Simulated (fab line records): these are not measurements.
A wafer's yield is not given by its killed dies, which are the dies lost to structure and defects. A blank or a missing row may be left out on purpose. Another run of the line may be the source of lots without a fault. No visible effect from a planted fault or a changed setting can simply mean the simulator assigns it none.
Struck lot and sound lot, side by side ; flow nand-harc ; 15 steps out of a route of 1302
Sound: wafers L818.2, L818.3, L818.4. Struck: wafer L809.3 (L809.4, L809.6, from the same lot, were not struck and are left out); the cause is given at the end.
Order at every step that has rows: each side's tool, ch and its chambers, its first start. Under that, the readings that differ: sound wafers ; struck wafers ; difference of the means ; sigmas: that difference in standard deviations of wafers without a fault.
alike: readings with means less than 2 such deviations apart, plus words and numbers identical on both sides. not compared: withheld readings, readings lacking a value on some wafer, bounds such as >300 that could conceal the same value, and numbers that have no deviation in the record and whose values overlap.
Wherever a step has rows on one side only, a row that says differs or no value, or a row with sigmas, the two part there. Numbers that don't overlap but have no deviation are shown without sigmas and don't part them. A reading that every wafer of one side lacks parts them only if that side has two wafers or more.

first, 4 steps without rows for these wafers: NHARC_P_GATE_EBR_22; NHARC_P_GATE_EXPOSE_23 (exposes mask P GATE, target cd 120 nm); NHARC_P_GATE_PEB_24 (peb time 65 s); NHARC_P_GATE_DEVELOP_25 (develop time 35 s).
NHARC_P_GATE_CD_MEAS_26: the cd target is 120 nm.
  sound on cd-sem-03 ch 0, day 11 01:07; struck on cd-sem-01 ch 0, day 7 13:47
  alike: cd-nm
NHARC_P_GATE_OVL_MEAS_27:
  sound on overlay-01 at day 11 01:12; struck on overlay-01 at day 7 13:52
  alike: overlay-x-nm, overlay-y-nm
NHARC_P_GATE_INSPECT_28:
  sound on defect-inspect-01 at day 11 01:14; struck on defect-inspect-02 at day 7 13:55
  alike: raw-defect-count
NHARC_P_GATE_DESCUM_31: chemistry O2, time 3 s.
  sound on rie-diel-03 ch 0,1,2, day 11 01:17; struck on rie-diel-10 ch 0, day 7 13:59
reading;sound;struck;difference;sigmas
drypump-motor-current-A (A);6.1 5.5 5.3;6.4;+0.8;+2
rf-hours-counter-h (h);5.7 7.1 5.5;4.7;-1.4;
  alike: oes-product-au, rf-vpp-V, showerhead-plenum-p-Torr, throttle-valve-pct
NHARC_P_GATE_ETCH_104: etches the open film in CF4/CHF3, target depth 60 nm.
  sound on rie-diel-03 ch 0,1,2, day 11 01:23; struck on rie-diel-10 ch 2, day 7 14:04
  alike: drypump-motor-current-A, oes-product-au, rf-vpp-V, showerhead-plenum-p-Torr, throttle-valve-pct
NHARC_P_GATE_HM_OPEN_105: chemistry O2/COS, target depth 360 nm.
  sound on rie-diel-03 ch 1,2,3; struck on rie-diel-10 ch 3
reading;sound;struck;difference;sigmas
rf-hours-counter-h (h);7.2 6.5 5.7;5.0;-1.5;
  alike: drypump-motor-current-A, oes-product-au, rf-vpp-V, showerhead-plenum-p-Torr, throttle-valve-pct
then, 1 step without rows for these wafers: NHARC_P_GATE_STRIP_106 (strips in O2/COS).
NHARC_P_GATE_ETCH_114: etches the open film in CF4/O2, target depth 30 nm, overetch 3 nm, time 16.5 s.
  sound on rie-diel-03 ch 0,1,2; struck on rie-diel-10 ch 1
  alike: drypump-motor-current-A, oes-product-au, rf-vpp-V, showerhead-plenum-p-Torr, throttle-valve-pct
  not compared: rf-hours-counter-h
NHARC_P_GATE_ETCH_32: etches the open film in HBr/Cl2, target depth 150 nm, time 100.1 s.
  sound on rie-si-06 ch 0,1, day 11 01:45; struck on rie-si-06 ch 0, day 7 14:28
reading;sound;struck;difference;sigmas
mfc-cl2-sccm (sccm);49.84 49.71 49.83;50.12;+0.33;+2
over-etch-frac;1 1 1;1.9157;+0.9157;
  alike: drypump-motor-current-A, oes-product-au, throttle-valve-pct
  not compared: rf-hours-counter-h
NHARC_P_GATE_STRIP_108: strips in O2.
  sound on rie-diel-10 ch 1,2,3, day 11 01:56; struck on rie-diel-10 ch 1, day 7 14:37
reading;sound;struck;difference;sigmas
rf-hours-counter-h (h);9 10 8;6;-3;
  alike: drypump-motor-current-A, oes-product-au, rf-vpp-V, showerhead-plenum-p-Torr, throttle-valve-pct
then, 1 step without rows for these wafers: NHARC_END_SORT_01.

== WHERE THEY PART ==
Earliest at NHARC_P_GATE_DESCUM_31; latest, in this record, at NHARC_P_GATE_ETCH_32. Later steps at which nothing parts them and some readings are alike: NHARC_P_GATE_STRIP_108.

WHY: whatever the simulator had introduced
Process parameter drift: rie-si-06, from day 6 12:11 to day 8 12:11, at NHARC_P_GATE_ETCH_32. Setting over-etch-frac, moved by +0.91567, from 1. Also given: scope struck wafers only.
